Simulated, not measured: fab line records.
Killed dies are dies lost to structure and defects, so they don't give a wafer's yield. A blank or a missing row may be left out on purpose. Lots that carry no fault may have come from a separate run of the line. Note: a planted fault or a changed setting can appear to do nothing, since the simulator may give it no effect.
Which tool is to blame? / flow n5-finfet / 12 lots, 35 wafers sampled, at 5 steps of a route of 1938

WHAT THE GAUGES READ, wafer by wafer
Not one reading of a measure or inspect step in the record can be checked against a usual standard deviation.

WHAT TOOL EACH LOT RAN ON (gives the tool, then ch and the chambers of the sampled wafers, and finally the start)
lot=L481; N5_BEOL_M12_ECD_47=ecd-cu-02 ch 0,1, day 10 16:35; N5_PASSIVATION_DEGAS_18=pvd-sputter-02, day 12 02:02; N5_PASSIVATION_PRE_CLEAN_19=pvd-sputter-02, day 12 02:05; N5_PASSIVATION_STRIP_34=rie-diel-02 ch 1,2, day 12 03:35; N5_PASSIVATION_PROBE_49=prober-02, day 12 07:57
lot=L482; N5_BEOL_M12_ECD_47=ecd-cu-02 ch 0,1, day 11 02:08; N5_PASSIVATION_DEGAS_18=pvd-sputter-02, day 12 05:59; N5_PASSIVATION_PRE_CLEAN_19=pvd-sputter-02, day 12 06:01; N5_PASSIVATION_STRIP_34=rie-diel-02 ch 1,2,3, day 12 07:39; N5_PASSIVATION_PROBE_49=prober-02, day 12 12:05
lot=L485; N5_BEOL_M12_ECD_47=ecd-cu-01 ch 0,1, day 11 13:46; N5_PASSIVATION_DEGAS_18=pvd-sputter-01, day 12 19:24; N5_PASSIVATION_PRE_CLEAN_19=pvd-sputter-01, day 12 19:26; N5_PASSIVATION_STRIP_34=rie-diel-05 ch 1,2,3, day 12 20:49; N5_PASSIVATION_PROBE_49=prober-02, day 13 01:10
lot=L487; N5_BEOL_M12_ECD_47=ecd-cu-02 ch 0,1, day 12 21:22; N5_PASSIVATION_DEGAS_18=pvd-sputter-03, day 13 22:13; N5_PASSIVATION_PRE_CLEAN_19=pvd-sputter-03, day 13 22:15; N5_PASSIVATION_STRIP_34=rie-diel-06 ch 1,2,3, day 13 23:41; N5_PASSIVATION_PROBE_49=prober-01, day 14 03:58
lot=L489; N5_BEOL_M12_ECD_47=ecd-cu-01 ch 0,1, day 13 02:34; N5_PASSIVATION_DEGAS_18=pvd-sputter-03, day 14 02:38; N5_PASSIVATION_PRE_CLEAN_19=pvd-sputter-03, day 14 02:40; N5_PASSIVATION_STRIP_34=rie-diel-02 ch 0,1,3, day 14 03:58; N5_PASSIVATION_PROBE_49=prober-01, day 14 08:15
lot=L490; N5_BEOL_M12_ECD_47=ecd-cu-02 ch 0,1, day 13 13:58; N5_PASSIVATION_DEGAS_18=pvd-sputter-03, day 14 21:46; N5_PASSIVATION_PRE_CLEAN_19=pvd-sputter-03, day 14 21:48; N5_PASSIVATION_STRIP_34=rie-diel-05 ch 0,3, day 14 23:22; N5_PASSIVATION_PROBE_49=prober-01, day 15 03:43
lot=L491; N5_BEOL_M12_ECD_47=ecd-cu-01 ch 0,1, day 13 14:12; N5_PASSIVATION_DEGAS_18=pvd-sputter-02, day 14 22:22; N5_PASSIVATION_PRE_CLEAN_19=pvd-sputter-02, day 14 22:25; N5_PASSIVATION_STRIP_34=rie-diel-02 ch 1,2, day 15 00:07; N5_PASSIVATION_PROBE_49=prober-02, day 15 04:32
lot=L493; N5_BEOL_M12_ECD_47=ecd-cu-01 ch 0,1, day 13 14:27; N5_PASSIVATION_DEGAS_18=pvd-sputter-02, day 14 19:19; N5_PASSIVATION_PRE_CLEAN_19=pvd-sputter-02, day 14 19:21; N5_PASSIVATION_STRIP_34=rie-diel-02 ch 0,1,2, day 14 20:39; N5_PASSIVATION_PROBE_49=prober-02, day 15 00:50
lot=L492; N5_BEOL_M12_ECD_47=ecd-cu-01 ch 0,1, day 13 23:02; N5_PASSIVATION_DEGAS_18=pvd-sputter-03, day 15 05:20; N5_PASSIVATION_PRE_CLEAN_19=pvd-sputter-03, day 15 05:22; N5_PASSIVATION_STRIP_34=rie-diel-02 ch 0,1, day 15 07:01; N5_PASSIVATION_PROBE_49=prober-01, day 15 11:58
lot=L494; N5_BEOL_M12_ECD_47=ecd-cu-01 ch 0,1, day 14 11:13; N5_PASSIVATION_DEGAS_18=pvd-sputter-01, day 15 13:15; N5_PASSIVATION_PRE_CLEAN_19=pvd-sputter-01, day 15 13:17; N5_PASSIVATION_STRIP_34=rie-diel-06 ch 0,1,2, day 15 14:35; N5_PASSIVATION_PROBE_49=prober-01, day 15 19:08
lot=L495; N5_BEOL_M12_ECD_47=ecd-cu-01 ch 0,1, day 15 04:05; N5_PASSIVATION_DEGAS_18=pvd-sputter-01, day 16 09:56; N5_PASSIVATION_PRE_CLEAN_19=pvd-sputter-01, day 16 09:58; N5_PASSIVATION_STRIP_34=rie-diel-02 ch 0,1,2, day 16 12:29; N5_PASSIVATION_PROBE_49=prober-01, day 16 16:40
lot=L496; N5_BEOL_M12_ECD_47=ecd-cu-01 ch 0,1, day 15 09:38; N5_PASSIVATION_DEGAS_18=pvd-sputter-03, day 16 19:56; N5_PASSIVATION_PRE_CLEAN_19=pvd-sputter-03, day 16 19:58; N5_PASSIVATION_STRIP_34=rie-diel-05 ch 0,2,3, day 16 21:24; N5_PASSIVATION_PROBE_49=prober-01, day 17 01:42
- N5_BEOL_M12_ECD_47: material Cu, target thk 720 nm.
- N5_PASSIVATION_DEGAS_18: time 60 s.
- N5_PASSIVATION_PRE_CLEAN_19
- N5_PASSIVATION_STRIP_34: strips in O2.
- N5_PASSIVATION_PROBE_49

AS READ BY THE TOOLS THEMSELVES (means over the sampled wafers that have a number; for cases with no such wafer, the mark the record gives instead)
N5_PASSIVATION_DEGAS_18. Usual: 473 W for heater-power-w, sd 39.
lot=L481; tool=pvd-sputter-02; heater-power-w (W)=535; flag=
lot=L482; tool=pvd-sputter-02; heater-power-w (W)=544; flag=
lot=L485; tool=pvd-sputter-01; heater-power-w (W)=450; flag=
lot=L487; tool=pvd-sputter-03; heater-power-w (W)=477; flag=
lot=L489; tool=pvd-sputter-03; heater-power-w (W)=454; flag=
lot=L490; tool=pvd-sputter-03; heater-power-w (W)=463; flag=
lot=L491; tool=pvd-sputter-02; heater-power-w (W)=544; flag=
lot=L493; tool=pvd-sputter-02; heater-power-w (W)=469; flag=
lot=L492; tool=pvd-sputter-03; heater-power-w (W)=472; flag=
lot=L494; tool=pvd-sputter-01; heater-power-w (W)=464; flag=
lot=L495; tool=pvd-sputter-01; heater-power-w (W)=445; flag=
lot=L496; tool=pvd-sputter-03; heater-power-w (W)=481; flag=

N5_PASSIVATION_PRE_CLEAN_19. Usual: 473 W for heater-power-w, sd 38.
lot=L481; tool=pvd-sputter-02; heater-power-w (W)=532; flag=
lot=L482; tool=pvd-sputter-02; heater-power-w (W)=537; flag=
lot=L485; tool=pvd-sputter-01; heater-power-w (W)=455; flag=
lot=L487; tool=pvd-sputter-03; heater-power-w (W)=472; flag=
lot=L489; tool=pvd-sputter-03; heater-power-w (W)=456; flag=
lot=L490; tool=pvd-sputter-03; heater-power-w (W)=456; flag=
lot=L491; tool=pvd-sputter-02; heater-power-w (W)=539; flag=
lot=L493; tool=pvd-sputter-02; heater-power-w (W)=465; flag=
lot=L492; tool=pvd-sputter-03; heater-power-w (W)=464; flag=
lot=L494; tool=pvd-sputter-01; heater-power-w (W)=462; flag=
lot=L495; tool=pvd-sputter-01; heater-power-w (W)=461; flag=
lot=L496; tool=pvd-sputter-03; heater-power-w (W)=479; flag=

N5_PASSIVATION_STRIP_34. Usual: drypump-motor-current-A 5.8 A, standard deviation 0.59; oes-product-au 0.80 a.u., standard deviation 0.078; rf-vpp-V 3.6 V, standard deviation 1.5; showerhead-plenum-p-Torr 2.06 Torr, standard deviation 0.063; throttle-valve-pct 16.58 %, standard deviation 0.22.
lot=L481; tool=rie-diel-02; drypump-motor-current-A (A)=5.8; oes-product-au (a.u.)=0.77; rf-vpp-V (V)=3.7; showerhead-plenum-p-Torr (Torr)=2.04; throttle-valve-pct (%)=16.48; flag=
lot=L482; tool=rie-diel-02; drypump-motor-current-A (A)=5.9; oes-product-au (a.u.)=0.84; rf-vpp-V (V)=4.0; showerhead-plenum-p-Torr (Torr)=2.04; throttle-valve-pct (%)=16.49; flag=
lot=L485; tool=rie-diel-05; drypump-motor-current-A (A)=6.0; oes-product-au (a.u.)=0.79; rf-vpp-V (V)=4.6; showerhead-plenum-p-Torr (Torr)=2.05; throttle-valve-pct (%)=16.56; flag=
lot=L487; tool=rie-diel-06; drypump-motor-current-A (A)=6.2; oes-product-au (a.u.)=0.80; rf-vpp-V (V)=4.7; showerhead-plenum-p-Torr (Torr)=2.14; throttle-valve-pct (%)=16.68; flag=
lot=L489; tool=rie-diel-02; drypump-motor-current-A (A)=5.5; oes-product-au (a.u.)=0.84; rf-vpp-V (V)=4.8; showerhead-plenum-p-Torr (Torr)=2.04; throttle-valve-pct (%)=16.46; flag=
lot=L490; tool=rie-diel-05; drypump-motor-current-A (A)=5.6; oes-product-au (a.u.)=0.75; rf-vpp-V (V)=3.5; showerhead-plenum-p-Torr (Torr)=2.00; throttle-valve-pct (%)=16.50; flag=
lot=L491; tool=rie-diel-02; drypump-motor-current-A (A)=5.8; oes-product-au (a.u.)=0.76; rf-vpp-V (V)=3.5; showerhead-plenum-p-Torr (Torr)=2.03; throttle-valve-pct (%)=16.44; flag=
lot=L493; tool=rie-diel-02; drypump-motor-current-A (A)=5.6; oes-product-au (a.u.)=0.78; rf-vpp-V (V)=3.5; showerhead-plenum-p-Torr (Torr)=2.03; throttle-valve-pct (%)=16.55; flag=
lot=L492; tool=rie-diel-02; drypump-motor-current-A (A)=5.2; oes-product-au (a.u.)=0.80; rf-vpp-V (V)=4.5; showerhead-plenum-p-Torr (Torr)=2.04; throttle-valve-pct (%)=16.53; flag=
lot=L494; tool=rie-diel-06; drypump-motor-current-A (A)=5.7; oes-product-au (a.u.)=0.88; rf-vpp-V (V)=3.9; showerhead-plenum-p-Torr (Torr)=2.16; throttle-valve-pct (%)=16.59; flag=
lot=L495; tool=rie-diel-02; drypump-motor-current-A (A)=5.6; oes-product-au (a.u.)=0.78; rf-vpp-V (V)=4.4; showerhead-plenum-p-Torr (Torr)=2.03; throttle-valve-pct (%)=16.59; flag=
lot=L496; tool=rie-diel-05; drypump-motor-current-A (A)=5.8; oes-product-au (a.u.)=0.80; rf-vpp-V (V)=2.7; showerhead-plenum-p-Torr (Torr)=2.03; throttle-valve-pct (%)=16.51; flag=

N5_PASSIVATION_PROBE_49. Usual: defect-limited-yield 90.9 %, standard deviation 1.5; killed_at_M0_to_M3 36, standard deviation 10; killed_at_M4_up 13, standard deviation 5.5; killed-at-contacts 12, standard deviation 5.6; killed-at-front-end 42, standard deviation 12; killed-at-other 4, standard deviation 3.2; killed-dies 108, standard deviation 18; killed-on-rim 15, standard deviation 4.1; killed-open 71, standard deviation 13; killed-short 34, standard deviation 7.8; sort_bin_5_function 5.4 %, standard deviation 1; sort_bin_6_memory 3.4 %, standard deviation 0.68; sort_bin_8_speed 0.00 %, standard deviation 0.0071; sort-n-pass 1072, standard deviation 18; sort-yield-pct 90.9 %, standard deviation 1.5.
lot=L481; tool=prober-02; defect-limited-yield (%)=90.4; killed_at_M0_to_M3=36; killed_at_M4_up=16; killed-at-contacts=17; killed-at-front-end=40; killed-at-other=6; killed-dies=114; killed-on-rim=16; killed-open=68; killed-short=42; sort_bin_5_function (%)=5.5; sort_bin_6_memory (%)=3.8; sort_bin_8_speed (%)=0.00; sort-n-pass=1066; sort-yield-pct (%)=90.4; flag=
lot=L482; tool=prober-02; defect-limited-yield (%)=90.2; killed_at_M0_to_M3=41; killed_at_M4_up=10; killed-at-contacts=5; killed-at-front-end=58; killed-at-other=2; killed-dies=116; killed-on-rim=18; killed-open=82; killed-short=31; sort_bin_5_function (%)=6.0; sort_bin_6_memory (%)=3.4; sort_bin_8_speed (%)=0.00; sort-n-pass=1064; sort-yield-pct (%)=90.2; flag=
lot=L485; tool=prober-02; defect-limited-yield (%)=91.8; killed_at_M0_to_M3=18; killed_at_M4_up=16; killed-at-contacts=4; killed-at-front-end=54; killed-at-other=5; killed-dies=97; killed-on-rim=20; killed-open=63; killed-short=27; sort_bin_5_function (%)=4.8; sort_bin_6_memory (%)=2.8; sort_bin_8_speed (%)=0.00; sort-n-pass=1083; sort-yield-pct (%)=91.8; flag=
lot=L487; tool=prober-01; defect-limited-yield (%)=92.2; killed_at_M0_to_M3=27; killed_at_M4_up=16; killed-at-contacts=7; killed-at-front-end=39; killed-at-other=3; killed-dies=92; killed-on-rim=12; killed-open=65; killed-short=26; sort_bin_5_function (%)=5.1; sort_bin_6_memory (%)=2.5; sort_bin_8_speed (%)=0.03; sort-n-pass=1088; sort-yield-pct (%)=92.2; flag=OFF
lot=L489; tool=prober-01; defect-limited-yield (%)=93.4; killed_at_M0_to_M3=25; killed_at_M4_up=10; killed-at-contacts=6; killed-at-front-end=36; killed-at-other=1; killed-dies=77; killed-on-rim=8; killed-open=45; killed-short=30; sort_bin_5_function (%)=3.9; sort_bin_6_memory (%)=2.3; sort_bin_8_speed (%)=0.00; sort-n-pass=1103; sort-yield-pct (%)=93.4; flag=
lot=L490; tool=prober-01; defect-limited-yield (%)=89.8; killed_at_M0_to_M3=46; killed_at_M4_up=14; killed-at-contacts=22; killed-at-front-end=36; killed-at-other=2; killed-dies=120; killed-on-rim=18; killed-open=82; killed-short=36; sort_bin_5_function (%)=6.0; sort_bin_6_memory (%)=3.8; sort_bin_8_speed (%)=0.00; sort-n-pass=1060; sort-yield-pct (%)=89.8; flag=
lot=L491; tool=prober-02; defect-limited-yield (%)=91.8; killed_at_M0_to_M3=41; killed_at_M4_up=13; killed-at-contacts=9; killed-at-front-end=29; killed-at-other=5; killed-dies=97; killed-on-rim=12; killed-open=69; killed-short=27; sort_bin_5_function (%)=5.2; sort_bin_6_memory (%)=2.7; sort_bin_8_speed (%)=0.00; sort-n-pass=1083; sort-yield-pct (%)=91.8; flag=
lot=L493; tool=prober-02; defect-limited-yield (%)=91.1; killed_at_M0_to_M3=39; killed_at_M4_up=14; killed-at-contacts=7; killed-at-front-end=41; killed-at-other=4; killed-dies=105; killed-on-rim=14; killed-open=63; killed-short=40; sort_bin_5_function (%)=5.4; sort_bin_6_memory (%)=3.2; sort_bin_8_speed (%)=0.00; sort-n-pass=1075; sort-yield-pct (%)=91.1; flag=
lot=L492; tool=prober-01; defect-limited-yield (%)=91.8; killed_at_M0_to_M3=30; killed_at_M4_up=13; killed-at-contacts=16; killed-at-front-end=33; killed-at-other=5; killed-dies=97; killed-on-rim=13; killed-open=64; killed-short=31; sort_bin_5_function (%)=5.1; sort_bin_6_memory (%)=2.8; sort_bin_8_speed (%)=0.00; sort-n-pass=1083; sort-yield-pct (%)=91.8; flag=
lot=L494; tool=prober-01; defect-limited-yield (%)=74.1; killed_at_M0_to_M3=20; killed_at_M4_up=238; killed-at-contacts=14; killed-at-front-end=30; killed-at-other=3; killed-dies=305; killed-on-rim=40; killed-open=47; killed-short=28; sort_bin_5_function (%)=15.5; sort_bin_6_memory (%)=9.1; sort_bin_8_speed (%)=0.00; sort-n-pass=875; sort-yield-pct (%)=74.1; flag=OFF
lot=L495; tool=prober-01; defect-limited-yield (%)=72.6; killed_at_M0_to_M3=26; killed_at_M4_up=216; killed-at-contacts=11; killed-at-front-end=66; killed-at-other=4; killed-dies=323; killed-on-rim=46; killed-open=75; killed-short=34; sort_bin_5_function (%)=16.5; sort_bin_6_memory (%)=9.4; sort_bin_8_speed (%)=0.00; sort-n-pass=857; sort-yield-pct (%)=72.6; flag=OFF
lot=L496; tool=prober-01; defect-limited-yield (%)=75.2; killed_at_M0_to_M3=26; killed_at_M4_up=226; killed-at-contacts=7; killed-at-front-end=31; killed-at-other=3; killed-dies=293; killed-on-rim=39; killed-open=55; killed-short=24; sort_bin_5_function (%)=15.0; sort_bin_6_memory (%)=8.2; sort_bin_8_speed (%)=0.00; sort-n-pass=887; sort-yield-pct (%)=75.2; flag=OFF

THE ANSWER, worked out from the rows above alone
Rule: lot off if the mean of its wafers having a number is beyond 3 standard deviations from the usual mean. Also off: a lot with no number at a reading for which 4 or more lots have one. Any other lot the step has rows for is counted as sound. After the gauges, taken in route order, come the tools' own readings; for these a lot's mean is taken, as printed above. At the first step where some lot is off, the reading lying furthest off is the one used; lots without a number count as furthest.
Off, at N5_PASSIVATION_PROBE_49 on killed_at_M4_up: L494, L495, L496.
A tool fits if, at that step or a process step before it, it ran every lot that is off, and no sound lot after the first of them. 2 tools fit, ecd-cu-01 at N5_BEOL_M12_ECD_47 and prober-01 at N5_PASSIVATION_PROBE_49, so this cannot tell which one it is.

WHAT THE SIMULATOR HAD PUT IN
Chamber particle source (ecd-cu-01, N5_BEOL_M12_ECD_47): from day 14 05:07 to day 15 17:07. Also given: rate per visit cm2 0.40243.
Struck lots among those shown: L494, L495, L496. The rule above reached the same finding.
